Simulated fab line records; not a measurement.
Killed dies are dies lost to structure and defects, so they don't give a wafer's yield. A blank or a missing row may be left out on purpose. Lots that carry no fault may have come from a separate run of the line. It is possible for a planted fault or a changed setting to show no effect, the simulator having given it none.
Which tool is to blame? ; flow n5-finfet ; Sampling: 24 lots, 72 wafers, 5 of 1938 route steps

WHAT THE GAUGES READ, wafer by wafer
N5_BEOL_M4_THK_MEAS_01.
lot;measured;on;M4_ILD_THK (nm)
L074;day 7 22:29;film-metro-01;78.7 80.6 81.3
L075;day 8 03:28;film-metro-02;78.3 78.3 77.7
L076;day 8 16:04;film-metro-02;78.6 79.8 80.2
L077;day 8 21:46;film-metro-01;77.1 79.7 79.2
L078;day 9 00:06;film-metro-01;77.7 79.0 78.7
L079;day 8 23:58;film-metro-02;78.9 77.7 77.7
L080;day 10 04:02;film-metro-01;77.5 79.3 79.5
L081;day 10 07:35;film-metro-01;79.9 79.0 80.5
L082;day 10 23:52;film-metro-02;79.4 79.1 78.4
L083;day 11 21:36;film-metro-02;78.6 78.3 79.2
L084;day 12 09:54;film-metro-02;78.9 80.3 81.2
L085;day 12 14:39;film-metro-01;78.0 78.6 79.4
L086;day 12 16:16;film-metro-02;78.1 78.7 79.1
L088;day 12 19:50;film-metro-02;78.3 78.4 79.5
L089;day 12 19:12;film-metro-01;78.6 79.1 80.6
L087;day 12 23:28;film-metro-02;78.4 78.9 79.9
L090;day 13 04:09;film-metro-01;78.3 78.4 80.1
L092;day 13 06:14;film-metro-01;78.0 78.7 79.1
L091;day 13 08:09;film-metro-01;78.9 80.6 80.3
L093;day 13 10:44;film-metro-02;80.4 78.9 80.6
L095;day 13 13:35;film-metro-02;78.1 80.2 79.7
L094;day 13 12:28;film-metro-01;78.3 78.4 80.5
L096;day 13 15:51;film-metro-01;77.4 78.0 80.5
L097;day 14 19:55;film-metro-01;79.1 79.9 80.8

WHAT TOOL EACH LOT RAN ON (gives the tool, then ch and the chambers of the sampled wafers, and finally the start)
lot;N5_BEOL_M3_STRIP_97;N5_BEOL_M3_PRE_CLEAN_45;N5_BEOL_M3_ANNEAL_95;N5_BEOL_M3_ANNEAL_51
L074;rie-diel-05 ch 0,1,2, day 7 17:10 or earlier;pvd-sputter-03, day 7 17:10;pvd-sputter-01, day 7 21:08;rtp-anneal-02 ch 0, day 7 21:31
L075;rie-diel-02 ch 0,1,2, day 7 23:43 or earlier;pvd-sputter-03, day 7 23:43;pvd-sputter-03, day 8 02:09;rtp-anneal-01 ch 0, day 8 02:32
L076;rie-diel-05 ch 1,2, day 8 12:32 or earlier;pvd-sputter-01, day 8 12:32;pvd-sputter-02, day 8 14:43;rtp-anneal-01 ch 0, day 8 15:10
L077;rie-diel-03 ch 0,2,3, day 8 16:32 or earlier;pvd-sputter-03, day 8 16:32;pvd-sputter-01, day 8 18:46;rtp-anneal-02 ch 0, day 8 19:06
L078;rie-diel-03 ch 0,2,3, day 8 20:10 or earlier;pvd-sputter-01, day 8 20:10;pvd-sputter-03, day 8 22:47;rtp-anneal-02 ch 0, day 8 23:07
L079;rie-diel-05 ch 1,2,3, day 8 20:10 or earlier;pvd-sputter-02, day 8 20:10;pvd-sputter-01, day 8 22:40;rtp-anneal-01 ch 0, day 8 22:59
L080;rie-diel-03 ch 0,2,3, day 10 00:22 or earlier;pvd-sputter-03, day 10 00:22;pvd-sputter-03, day 10 02:41;rtp-anneal-02 ch 0, day 10 03:01
L081;rie-diel-03 ch 0,1,3, day 10 03:49 or earlier;pvd-sputter-02, day 10 03:49;pvd-sputter-03, day 10 06:16;rtp-anneal-01 ch 0, day 10 06:38
L082;rie-diel-05 ch 1,3, day 10 20:00 or earlier;pvd-sputter-02, day 10 20:00;pvd-sputter-01, day 10 22:20;rtp-anneal-02 ch 0, day 10 22:58
L083;rie-diel-05 ch 0,1,3, day 11 17:18 or earlier;pvd-sputter-01, day 11 17:18;pvd-sputter-03, day 11 20:17;rtp-anneal-01 ch 0, day 11 20:37
L084;rie-diel-05 ch 0,1, day 12 06:27 or earlier;pvd-sputter-03, day 12 06:27;pvd-sputter-02, day 12 08:35;rtp-anneal-02 ch 0, day 12 09:01
L085;rie-diel-05 ch 0,2, day 12 09:42 or earlier;pvd-sputter-02, day 12 09:42;pvd-sputter-02, day 12 13:19;rtp-anneal-02 ch 0, day 12 13:45
L086;rie-diel-02 ch 1,2, day 12 12:41 or earlier;pvd-sputter-03, day 12 12:41;pvd-sputter-03, day 12 14:54;rtp-anneal-01 ch 0, day 12 15:17
L088;rie-diel-03 ch 0,1,2, day 12 15:39 or earlier;pvd-sputter-01, day 12 15:39;pvd-sputter-01, day 12 18:15;rtp-anneal-02 ch 0, day 12 18:44
L089;rie-diel-02 ch 2,3, day 12 15:34 or earlier;pvd-sputter-01, day 12 15:34;pvd-sputter-02, day 12 17:52;rtp-anneal-02 ch 0, day 12 18:14
L087;rie-diel-05 ch 0,1, day 12 19:10 or earlier;pvd-sputter-01, day 12 19:10;pvd-sputter-01, day 12 21:55;rtp-anneal-02 ch 0, day 12 22:15
L090;rie-diel-05 ch 0,3, day 13 00:38 or earlier;pvd-sputter-03, day 13 00:38;pvd-sputter-03, day 13 02:49;rtp-anneal-01 ch 0, day 13 03:18
L092;rie-diel-03 ch 0,1,2, day 13 00:54 or earlier;pvd-sputter-01, day 13 00:54;pvd-sputter-02, day 13 04:55;rtp-anneal-02 ch 0, day 13 05:20
L091;rie-diel-02 ch 2,3, day 13 03:42 or earlier;pvd-sputter-03, day 13 03:42;pvd-sputter-02, day 13 06:50;rtp-anneal-01 ch 0, day 13 07:13
L093;rie-diel-03 ch 0,2, day 13 07:10 or earlier;pvd-sputter-01, day 13 07:10;pvd-sputter-01, day 13 09:18;rtp-anneal-02 ch 0, day 13 09:45
L095;rie-diel-02 ch 1,2, day 13 07:35 or earlier;pvd-sputter-01, day 13 07:35;pvd-sputter-02, day 13 11:55;rtp-anneal-02 ch 0, day 13 12:18
L094;rie-diel-05 ch 0,1,3, day 13 07:38 or earlier;pvd-sputter-03, day 13 07:38;pvd-sputter-01, day 13 11:08;rtp-anneal-01 ch 0, day 13 11:28
L096;rie-diel-02 ch 0,1,3, day 13 12:17 or earlier;pvd-sputter-03, day 13 12:17;pvd-sputter-01, day 13 14:32;rtp-anneal-01 ch 0, day 13 14:52
L097;rie-diel-05 ch 0,2,3, day 14 15:18 or earlier;pvd-sputter-02, day 14 15:18;pvd-sputter-02, day 14 17:35;rtp-anneal-02 ch 0, day 14 18:55
- N5_BEOL_M3_STRIP_97: strips in N2/H2, time 10 s.
- N5_BEOL_M3_PRE_CLEAN_45: time 30 s.
- N5_BEOL_M3_ANNEAL_95: time 240 s.
- N5_BEOL_M3_ANNEAL_51: time 90 s.

AS READ BY THE TOOLS THEMSELVES (means over the sampled wafers that have a number; for cases with no such wafer, the mark the record gives instead)
N5_BEOL_M3_STRIP_97.
lot;tool;drypump-motor-current-A (A);oes-product-au (a.u.);rf-vpp-V (V);showerhead-plenum-p-Torr (Torr);throttle-valve-pct (%)
L074;rie-diel-05;5.5;0.76;58.6;2.53;23.37
L075;rie-diel-02;5.6;0.74;59.1;2.56;23.49
L076;rie-diel-05;5.6;0.74;59.8;2.48;23.32
L077;rie-diel-03;5.3;0.75;59.0;2.60;23.50
L078;rie-diel-03;5.3;0.74;60.3;2.60;23.49
L079;rie-diel-05;5.3;0.74;59.5;2.55;23.24
L080;rie-diel-03;5.3;0.74;59.1;2.60;23.50
L081;rie-diel-03;5.6;0.83;59.1;2.56;23.36
L082;rie-diel-05;5.1;0.74;59.1;2.61;23.19
L083;rie-diel-05;5.4;0.81;59.3;2.58;23.24
L084;rie-diel-05;5.5;0.86;58.9;2.61;23.18
L085;rie-diel-05;5.6;0.95;58.9;2.63;23.35
L086;rie-diel-02;5.9;0.73;59.7;2.55;23.57
L088;rie-diel-03;5.7;0.86;58.9;2.56;23.26
L089;rie-diel-02;5.8;0.70;59.9;2.46;23.35
L087;rie-diel-05;5.6;0.89;59.0;2.55;23.30
L090;rie-diel-05;5.4;0.96;58.7;2.51;23.28
L092;rie-diel-03;5.7;0.85;59.5;2.56;23.26
L091;rie-diel-02;5.7;0.71;58.8;2.53;23.46
L093;rie-diel-03;5.4;0.87;59.2;2.60;23.31
L095;rie-diel-02;6.2;0.73;58.6;2.48;23.58
L094;rie-diel-05;5.3;0.90;59.8;2.57;23.20
L096;rie-diel-02;5.8;0.80;58.6;2.47;23.26
L097;rie-diel-05;5.4;0.93;59.5;2.58;23.28

N5_BEOL_M3_PRE_CLEAN_45.
lot;tool;heater-power-w (W)
L074;pvd-sputter-03;340
L075;pvd-sputter-03;376
L076;pvd-sputter-01;327
L077;pvd-sputter-03;316
L078;pvd-sputter-01;341
L079;pvd-sputter-02;342
L080;pvd-sputter-03;344
L081;pvd-sputter-02;352
L082;pvd-sputter-02;353
L083;pvd-sputter-01;321
L084;pvd-sputter-03;303
L085;pvd-sputter-02;359
L086;pvd-sputter-03;311
L088;pvd-sputter-01;318
L089;pvd-sputter-01;344
L087;pvd-sputter-01;309
L090;pvd-sputter-03;308
L092;pvd-sputter-01;318
L091;pvd-sputter-03;329
L093;pvd-sputter-01;333
L095;pvd-sputter-01;329
L094;pvd-sputter-03;314
L096;pvd-sputter-03;341
L097;pvd-sputter-02;332

N5_BEOL_M3_ANNEAL_95.
lot;tool;heater-power-w (W)
L074;pvd-sputter-01;806
L075;pvd-sputter-03;791
L076;pvd-sputter-02;909
L077;pvd-sputter-01;812
L078;pvd-sputter-03;795
L079;pvd-sputter-01;798
L080;pvd-sputter-03;787
L081;pvd-sputter-03;867
L082;pvd-sputter-01;821
L083;pvd-sputter-03;878
L084;pvd-sputter-02;888
L085;pvd-sputter-02;898
L086;pvd-sputter-03;870
L088;pvd-sputter-01;781
L089;pvd-sputter-02;837
L087;pvd-sputter-01;814
L090;pvd-sputter-03;854
L092;pvd-sputter-02;889
L091;pvd-sputter-02;841
L093;pvd-sputter-01;790
L095;pvd-sputter-02;901
L094;pvd-sputter-01;824
L096;pvd-sputter-01;800
L097;pvd-sputter-02;810

N5_BEOL_M3_ANNEAL_51.
lot;tool;wafer_temp_C_max
L074;rtp-anneal-02;226.7
L075;rtp-anneal-01;226.1
L076;rtp-anneal-01;226.3
L077;rtp-anneal-02;226.2
L078;rtp-anneal-02;226.5
L079;rtp-anneal-01;226.2
L080;rtp-anneal-02;226.3
L081;rtp-anneal-01;226.0
L082;rtp-anneal-02;226.8
L083;rtp-anneal-01;226.0
L084;rtp-anneal-02;226.4
L085;rtp-anneal-02;226.6
L086;rtp-anneal-01;226.3
L088;rtp-anneal-02;226.7
L089;rtp-anneal-02;226.7
L087;rtp-anneal-02;226.7
L090;rtp-anneal-01;226.0
L092;rtp-anneal-02;226.4
L091;rtp-anneal-01;225.6
L093;rtp-anneal-02;226.4
L095;rtp-anneal-02;226.3
L094;rtp-anneal-01;226.0
L096;rtp-anneal-01;226.2
L097;rtp-anneal-02;226.2

THE ANSWER, worked out from the rows above alone
Rule: the usual values come from the lots themselves. The widest of any qualifying gaps counts: lots, ordered by their means at a reading, are off when they make up no more than a third of the lots, leave a main group of 4 or more, and stand apart from it by 3 or more times the standard deviation of that group's means. Not used: any main group whose means are identical at the precision the tables above print for the reading. A lot without any number at a reading at which 4 lots or more have one is off too. Where the step has rows for the other lots, those lots are counted as sound. After the gauges, taken in route order, come the tools' own readings; for these a lot's mean is taken, as printed above. At the first step where some lot is off, the reading lying furthest off is the one used; lots without a number count as furthest.
Nothing can be told from this: no lot is off at any reading shown.

WHAT HAD BEEN PUT IN BY THE SIMULATOR
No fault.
